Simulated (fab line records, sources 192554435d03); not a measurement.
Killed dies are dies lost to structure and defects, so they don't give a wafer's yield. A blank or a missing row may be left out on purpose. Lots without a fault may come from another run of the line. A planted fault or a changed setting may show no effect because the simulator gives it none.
Which tool did it? | flow n5_finfet | 24 lots, 72 wafers sampled, at 6 steps of a route of 1938

WHAT THE GAUGES READ, wafer by wafer
N5_BEOL_M7_CD_MEAS_11: target cd 38.5 nm. Usual: cd_nm 38.5 nm, standard deviation 0.44.
lot  | measured     | on        | cd_nm (nm)     | flag
L074 | day 9 05:02  | cd_sem-01 | 39.4 38.1 38.4 |
L075 | day 9 07:52  | cd_sem-02 | 38.8 38.5 37.8 |
L076 | day 9 16:00  | cd_sem-02 | 39.0 38.5 38.2 |
L077 | day 10 00:17 | cd_sem-03 | 38.7 38.7 39.0 |
L078 | day 10 05:44 | cd_sem-02 | 37.7 38.5 38.2 |
L080 | day 10 15:28 | cd_sem-01 | 39.0 38.2 38.1 |
L079 | day 10 23:24 | cd_sem-02 | 38.5 38.6 38.7 |
L081 | day 11 00:18 | cd_sem-01 | 38.3 39.1 39.0 |
L083 | day 11 04:54 | cd_sem-03 | 38.7 38.2 38.5 |
L082 | day 11 13:46 | cd_sem-03 | 38.0 37.9 37.6 |
L084 | day 11 23:20 | cd_sem-03 | 38.7 39.0 39.0 |
L085 | day 12 05:44 | cd_sem-02 | 38.2 37.9 38.3 |
L086 | day 12 10:00 | cd_sem-03 | 38.2 38.8 38.1 |
L087 | day 12 14:31 | cd_sem-03 | 38.7 38.7 38.3 |
L088 | day 12 19:49 | cd_sem-02 | 38.7 38.2 38.5 |
L089 | day 12 22:49 | cd_sem-03 | 38.8 38.1 38.2 |
L090 | day 13 03:05 | cd_sem-03 | 38.9 38.3 38.5 |
L091 | day 13 06:25 | cd_sem-01 | 37.7 39.0 38.1 |
L092 | day 13 19:14 | cd_sem-02 | 38.6 38.6 38.7 |
L094 | day 13 23:05 | cd_sem-02 | 37.6 38.5 39.0 |
L093 | day 14 06:05 | cd_sem-02 | 38.7 38.3 38.7 |
L095 | day 14 18:07 | cd_sem-02 | 39.1 38.7 39.0 |
L096 | day 14 20:25 | cd_sem-02 | 38.8 39.4 38.7 |
L097 | day 15 06:56 | cd_sem-03 | 37.8 38.7 38.4 |

N5_BEOL_M7_OVL_MEAS_12. Usual: M7_OVL 0.0 nm, standard deviation 0.77.
lot  | measured     | on         | M7_OVL (nm)    | flag
L074 | day 9 05:04  | overlay-02 | 0.5 0.9 -0.2   |
L075 | day 9 07:55  | overlay-02 | 0.6 -0.2 0.6   |
L076 | day 9 16:02  | overlay-01 | -0.2 -0.3 -1.2 |
L077 | day 10 00:19 | overlay-02 | 0.9 1.4 -0.1   |
L078 | day 10 05:45 | overlay-01 | 1.6 0.9 0.0    |
L080 | day 10 15:30 | overlay-02 | -0.9 -0.1 -0.5 |
L079 | day 10 23:26 | overlay-01 | 0.8 1.2 1.1    |
L081 | day 11 00:20 | overlay-01 | 0.0 -0.7 0.7   |
L083 | day 11 04:56 | overlay-01 | 0.8 -1.1 -0.1  |
L082 | day 11 13:47 | overlay-02 | -0.4 -1.5 -0.4 |
L084 | day 11 23:22 | overlay-01 | -1.4 0.3 0.5   |
L085 | day 12 05:46 | overlay-02 | -0.2 -0.9 0.0  |
L086 | day 12 10:02 | overlay-01 | -0.4 -1.5 -0.4 |
L087 | day 12 14:33 | overlay-01 | 0.4 0.8 -0.2   |
L088 | day 12 19:50 | overlay-01 | 0.3 -0.6 0.9   |
L089 | day 12 22:50 | overlay-01 | -0.1 0.7 -1.1  |
L090 | day 13 03:07 | overlay-01 | 0.9 -0.2 -0.5  |
L091 | day 13 06:27 | overlay-01 | 0.4 1.5 0.7    |
L092 | day 13 19:16 | overlay-02 | -0.5 0.5 0.3   |
L094 | day 13 23:07 | overlay-02 | -0.7 -0.1 0.5  |
L093 | day 14 06:07 | overlay-01 | 0.8 -0.3 0.4   |
L095 | day 14 18:09 | overlay-01 | -0.1 -0.3 0.7  |
L096 | day 14 20:27 | overlay-02 | -1.0 -0.8 -1.6 |
L097 | day 15 06:58 | overlay-02 | -0.6 -0.3 -1.3 |

WHICH TOOL RAN EACH LOT (tool, then ch and the chambers of the sampled wafers, then the start)
lot  | N5_BEOL_M6_ETCH_72                 | N5_BEOL_M6_CURE_75            | N5_BEOL_M6_SPUTTER_48        | N5_BEOL_M6_DEP_56
L074 | rie_diel-02 ch 0,1, day 8 21:33    | uv_cure-03 ch 2, day 8 22:19  | pvd_sputter-02, day 9 00:53  | pecvd-04 ch 0,1, day 9 03:19
L075 | rie_diel-02 ch 0,1, day 8 23:57    | uv_cure-01 ch 2, day 9 00:32  | pvd_sputter-01, day 9 03:43  | pecvd-02 ch 0,2, day 9 05:13
L076 | rie_diel-05 ch 0,1, day 9 09:26    | uv_cure-01 ch 2, day 9 10:04  | pvd_sputter-02, day 9 11:53  | pecvd-04 ch 1,2, day 9 13:30
L077 | rie_diel-02 ch 0,1,2, day 9 15:11  | uv_cure-02 ch 1, day 9 15:53  | pvd_sputter-02, day 9 17:22  | pecvd-04 ch 0,1, day 9 21:35
L078 | rie_diel-02 ch 0,2, day 9 21:40    | uv_cure-03 ch 2, day 9 22:19  | pvd_sputter-03, day 10 00:17 | pecvd-02 ch 0,1, day 10 03:59
L080 | rie_diel-03 ch 1,3, day 10 04:59   | uv_cure-01 ch 1, day 10 05:47 | pvd_sputter-02, day 10 08:44 | pecvd-04 ch 0,1, day 10 12:10
L079 | rie_diel-05 ch 0,2, day 10 14:24   | uv_cure-02 ch 0, day 10 15:27 | pvd_sputter-01, day 10 16:22 | pecvd-01 ch 0,1,2, day 10 21:20
L081 | rie_diel-03 ch 1,2, day 10 14:46   | uv_cure-01 ch 1, day 10 15:34 | pvd_sputter-03, day 10 17:55 | pecvd-04 ch 0, day 10 22:28
L083 | rie_diel-02 ch 0,1,3, day 10 21:20 | uv_cure-01 ch 0, day 10 22:01 | pvd_sputter-02, day 10 23:43 | pecvd-02 ch 0,2, day 11 03:17
L082 | rie_diel-05 ch 0,1, day 11 06:54   | uv_cure-01 ch 1, day 11 07:32 | pvd_sputter-01, day 11 08:43 | pecvd-04 ch 1,2, day 11 10:08
L084 | rie_diel-05 ch 1,2,3, day 11 18:37 | uv_cure-01 ch 1, day 11 19:14 | pvd_sputter-01, day 11 20:27 | pecvd-01 ch 0,1, day 11 21:56
L085 | rie_diel-05 ch 1,2, day 11 22:01   | uv_cure-02 ch 2, day 11 22:39 | pvd_sputter-02, day 12 01:14 | pecvd-02 ch 0,1, day 12 02:06
L086 | rie_diel-05 ch 1,2,3, day 12 01:39 | uv_cure-02 ch 0, day 12 02:14 | pvd_sputter-02, day 12 05:17 | pecvd-02 ch 0,1,2, day 12 06:09
L087 | rie_diel-05 ch 1,2,3, day 12 09:34 | uv_cure-01 ch 0, day 12 10:08 | pvd_sputter-03, day 12 11:10 | pecvd-01 ch 0,1,2, day 12 12:13
L088 | rie_diel-05 ch 1,3, day 12 11:16   | uv_cure-03 ch 2, day 12 12:03 | pvd_sputter-03, day 12 14:51 | pecvd-01 ch 0,1,2, day 12 15:44
L089 | rie_diel-03 ch 0,1,2, day 12 15:31 | uv_cure-03 ch 2, day 12 16:23 | pvd_sputter-01, day 12 19:08 | pecvd-04 ch 0,1,2, day 12 20:01
L090 | rie_diel-02 ch 0,1,3, day 12 22:29 | uv_cure-02 ch 2, day 12 23:04 | pvd_sputter-03, day 13 00:31 | pecvd-04 ch 1,2, day 13 01:23
L091 | rie_diel-05 ch 0,3, day 13 01:37   | uv_cure-01 ch 2, day 13 02:12 | pvd_sputter-01, day 13 03:47 | pecvd-01 ch 0,1,2, day 13 04:39
L092 | rie_diel-02 ch 0,1, day 13 14:22   | uv_cure-02 ch 0, day 13 14:58 | pvd_sputter-01, day 13 16:17 | pecvd-01 ch 0,1,2, day 13 17:08
L094 | rie_diel-03 ch 1,2, day 13 18:05   | uv_cure-01 ch 0, day 13 18:52 | pvd_sputter-03, day 13 19:55 | pecvd-01 ch 0,1,2, day 13 21:47
L093 | rie_diel-05 ch 0,1,2, day 14 01:11 | uv_cure-02 ch 1, day 14 01:47 | pvd_sputter-01, day 14 03:12 | pecvd-01 ch 0,1, day 14 04:44
L095 | rie_diel-02 ch 0,1,2, day 14 10:36 | uv_cure-01 ch 2, day 14 11:11 | pvd_sputter-03, day 14 13:34 | pecvd-04 ch 0,2, day 14 14:42
L096 | rie_diel-02 ch 0,1,2, day 14 13:25 | uv_cure-02 ch 2, day 14 14:04 | pvd_sputter-02, day 14 17:08 | pecvd-02 ch 0,1, day 14 18:00
L097 | rie_diel-05 ch 0,1, day 15 00:25   | uv_cure-02 ch 0, day 15 01:01 | pvd_sputter-03, day 15 02:48 | pecvd-01 ch 1,2, day 15 05:44
- N5_BEOL_M6_ETCH_72: etches underlayer in N2/H2, target depth 6.5 nm, time 5.2 s.
- N5_BEOL_M6_CURE_75: cures SiCOH lowk, time 120 s.
- N5_BEOL_M6_SPUTTER_48: material Cu, target thk 10 nm, time 1.667 s.
- N5_BEOL_M6_DEP_56: deposits SiCN from 3MS/NH3, target thk 10 nm, time 17.5 s.

WHAT THE TOOLS THEMSELVES READ (means of the sampled wafers that have a number; where no wafer has one, the mark that the record gives instead)
N5_BEOL_M6_ETCH_72. Usual: drypump_motor_current_A 5.8 A, standard deviation 0.46; etch_rf_on_time_s 5.14 s, standard deviation 0.11; oes_product_au 0.67 a.u., standard deviation 0.089; rf_vpp_V 523.5 V, standard deviation 2.6; showerhead_plenum_p_Torr 2.53 Torr, standard deviation 0.093; throttle_valve_pct 17.83 %, standard deviation 0.27.
lot  | tool        | drypump_motor_current_A (A) | etch_rf_on_time_s (s) | oes_product_au (a.u.) | rf_vpp_V (V) | showerhead_plenum_p_Torr (Torr) | throttle_valve_pct (%) | flag
L074 | rie_diel-02 | 5.7                         | 5.24                  | 0.62                  | 524.9        | 2.55                            | 17.88                  |
L075 | rie_diel-02 | 6.1                         | 5.17                  | 0.63                  | 521.1        | 2.44                            | 17.90                  |
L076 | rie_diel-05 | 5.4                         | 5.10                  | 0.59                  | 525.3        | 2.61                            | 17.95                  |
L077 | rie_diel-02 | 5.8                         | 5.19                  | 0.69                  | 521.6        | 2.49                            | 17.84                  |
L078 | rie_diel-02 | 6.0                         | 5.14                  | 0.76                  | 520.3        | 2.43                            | 17.77                  |
L080 | rie_diel-03 | 6.1                         | 5.14                  | 0.61                  | 523.4        | 2.53                            | 17.76                  |
L079 | rie_diel-05 | 5.6                         | 5.14                  | 0.69                  | 523.4        | 2.52                            | 17.56                  |
L081 | rie_diel-03 | 5.8                         | 5.05                  | 0.79                  | 523.0        | 2.50                            | 17.56                  |
L083 | rie_diel-02 | 5.9                         | 5.20                  | 0.64                  | 521.2        | 2.48                            | 17.90                  |
L082 | rie_diel-05 | 5.4                         | 5.24                  | 0.58                  | 526.7        | 2.61                            | 17.97                  |
L084 | rie_diel-05 | 5.7                         | 5.11                  | 0.65                  | 523.8        | 2.57                            | 17.95                  |
L085 | rie_diel-05 | 5.4                         | 5.14                  | 0.68                  | 523.9        | 2.52                            | 17.68                  |
L086 | rie_diel-05 | 5.7                         | 5.14                  | 0.64                  | 524.2        | 2.57                            | 17.97                  |
L087 | rie_diel-05 | 5.7                         | 5.06                  | 0.63                  | 525.2        | 2.56                            | 17.97                  |
L088 | rie_diel-05 | 6.1                         | 5.07                  | 0.58                  | 525.1        | 2.61                            | 18.25                  |
L089 | rie_diel-03 | 6.0                         | 5.04                  | 0.76                  | 522.3        | 2.50                            | 17.62                  |
L090 | rie_diel-02 | 5.9                         | 5.25                  | 0.63                  | 521.9        | 2.47                            | 17.91                  |
L091 | rie_diel-05 | 6.0                         | 5.04                  | 0.77                  | 526.6        | 2.61                            | 17.67                  |
L092 | rie_diel-02 | 6.1                         | 5.21                  | 0.60                  | 520.7        | 2.42                            | 17.99                  |
L094 | rie_diel-03 | 6.0                         | 5.15                  | 0.68                  | 523.2        | 2.50                            | 17.71                  |
L093 | rie_diel-05 | 5.5                         | 5.02                  | 0.80                  | 525.3        | 2.55                            | 17.53                  |
L095 | rie_diel-02 | 5.8                         | 5.19                  | 0.64                  | 522.8        | 2.47                            | 17.89                  |
L096 | rie_diel-02 | 5.9                         | 5.23                  | 0.64                  | 522.1        | 2.47                            | 17.90                  |
L097 | rie_diel-05 | 5.5                         | 4.97                  | 0.80                  | 524.3        | 2.59                            | 17.49                  |

N5_BEOL_M6_CURE_75. Usual: lamp_power_pct 52.31 %, standard deviation 0.056; wafer_temp_C_max 372.1, standard deviation 0.77.
lot  | tool       | lamp_power_pct (%) | wafer_temp_C_max | flag
L074 | uv_cure-03 | 52.29              | 372.4            |
L075 | uv_cure-01 | 52.27              | 372.1            |
L076 | uv_cure-01 | 52.30              | 372.4            |
L077 | uv_cure-02 | 52.33              | 371.3            |
L078 | uv_cure-03 | 52.26              | 372.6            |
L080 | uv_cure-01 | 52.32              | 371.0            |
L079 | uv_cure-02 | 52.30              | 371.7            |
L081 | uv_cure-01 | 52.28              | 371.0            |
L083 | uv_cure-01 | 52.32              | 372.5            |
L082 | uv_cure-01 | 52.32              | 371.3            |
L084 | uv_cure-01 | 52.30              | 371.4            |
L085 | uv_cure-02 | 52.33              | 373.5            |
L086 | uv_cure-02 | 52.30              | 371.3            |
L087 | uv_cure-01 | 52.29              | 372.2            |
L088 | uv_cure-03 | 52.28              | 372.7            |
L089 | uv_cure-03 | 52.34              | 372.4            |
L090 | uv_cure-02 | 52.29              | 373.5            |
L091 | uv_cure-01 | 52.32              | 372.2            |
L092 | uv_cure-02 | 52.33              | 372.0            |
L094 | uv_cure-01 | 52.34              | 372.2            |
L093 | uv_cure-02 | 52.30              | 371.3            |
L095 | uv_cure-01 | 52.32              | 372.5            |
L096 | uv_cure-02 | 52.31              | 373.6            |
L097 | uv_cure-02 | 52.29              | 371.9            |

N5_BEOL_M6_SPUTTER_48. Usual: cathode_dc_power_W 26000 W, standard deviation 4.9; throttle_valve_pct 29.9 %, standard deviation 1.2.
lot  | tool           | cathode_dc_power_W (W) | throttle_valve_pct (%) | flag
L074 | pvd_sputter-02 | 25996                  | 30.6                   |
L075 | pvd_sputter-01 | 26000                  | 30.5                   |
L076 | pvd_sputter-02 | 25999                  | 31.2                   |
L077 | pvd_sputter-02 | 26002                  | 29.8                   |
L078 | pvd_sputter-03 | 25996                  | 30.2                   |
L080 | pvd_sputter-02 | 26001                  | 30.6                   |
L079 | pvd_sputter-01 | 25999                  | 29.0                   |
L081 | pvd_sputter-03 | 26003                  | 29.4                   |
L083 | pvd_sputter-02 | 26001                  | 29.8                   |
L082 | pvd_sputter-01 | 26000                  | 29.8                   |
L084 | pvd_sputter-01 | 26004                  | 29.5                   |
L085 | pvd_sputter-02 | 25998                  | 30.3                   |
L086 | pvd_sputter-02 | 25999                  | 30.7                   |
L087 | pvd_sputter-03 | 25999                  | 29.5                   |
L088 | pvd_sputter-03 | 25999                  | 30.3                   |
L089 | pvd_sputter-01 | 26001                  | 30.3                   |
L090 | pvd_sputter-03 | 26001                  | 30.7                   |
L091 | pvd_sputter-01 | 26000                  | 29.8                   |
L092 | pvd_sputter-01 | 26003                  | 31.1                   |
L094 | pvd_sputter-03 | 25997                  | 30.3                   |
L093 | pvd_sputter-01 | 25999                  | 29.7                   |
L095 | pvd_sputter-03 | 25998                  | 29.4                   |
L096 | pvd_sputter-02 | 25996                  | 30.7                   |
L097 | pvd_sputter-03 | 25998                  | 29.3                   |

N5_BEOL_M6_DEP_56. Usual: showerhead_plenum_p_Torr 3.659 Torr, standard deviation 0.013; throttle_valve_pct 8.8 %, standard deviation 0.48.
lot  | tool     | showerhead_plenum_p_Torr (Torr) | throttle_valve_pct (%) | flag
L074 | pecvd-04 | 3.666                           | 8.7                    |
L075 | pecvd-02 | 3.666                           | 9.2                    |
L076 | pecvd-04 | 3.673                           | 9.2                    |
L077 | pecvd-04 | 3.667                           | 8.9                    |
L078 | pecvd-02 | 3.674                           | 9.5                    |
L080 | pecvd-04 | 3.673                           | 9.1                    |
L079 | pecvd-01 | 3.641                           | 8.5                    |
L081 | pecvd-04 | 3.662                           | 8.5                    |
L083 | pecvd-02 | 3.668                           | 9.1                    |
L082 | pecvd-04 | 3.666                           | 8.7                    |
L084 | pecvd-01 | 3.645                           | 8.6                    |
L085 | pecvd-02 | 3.670                           | 9.4                    |
L086 | pecvd-02 | 3.665                           | 9.1                    |
L087 | pecvd-01 | 3.648                           | 8.3                    |
L088 | pecvd-01 | 3.654                           | 8.5                    |
L089 | pecvd-04 | 3.670                           | 8.9                    |
L090 | pecvd-04 | 3.662                           | 8.8                    |
L091 | pecvd-01 | 3.648                           | 8.5                    |
L092 | pecvd-01 | 3.646                           | 8.4                    |
L094 | pecvd-01 | 3.651                           | 8.4                    |
L093 | pecvd-01 | 3.646                           | 8.7                    |
L095 | pecvd-04 | 3.657                           | 8.5                    |
L096 | pecvd-02 | 3.672                           | 9.2                    |
L097 | pecvd-01 | 3.652                           | 8.6                    |

THE ANSWER, worked out from the rows above alone
Rule: a lot is off if the mean of its wafers that have a number lies more than 3 standard deviations from the usual mean. A lot without any number at a reading at which 4 lots or more have one is off too. The other lots that the step has rows for count as sound. The gauges are gone through in route order, then the tools' own readings, and for those a lot's mean is taken as printed above. The first step at which some lot is off is used, and at that step the reading that is off furthest; a lot without a number counts as furthest.
No lot is off at any reading shown: from this, nothing can be told.

WHAT THE SIMULATOR HAD PUT IN
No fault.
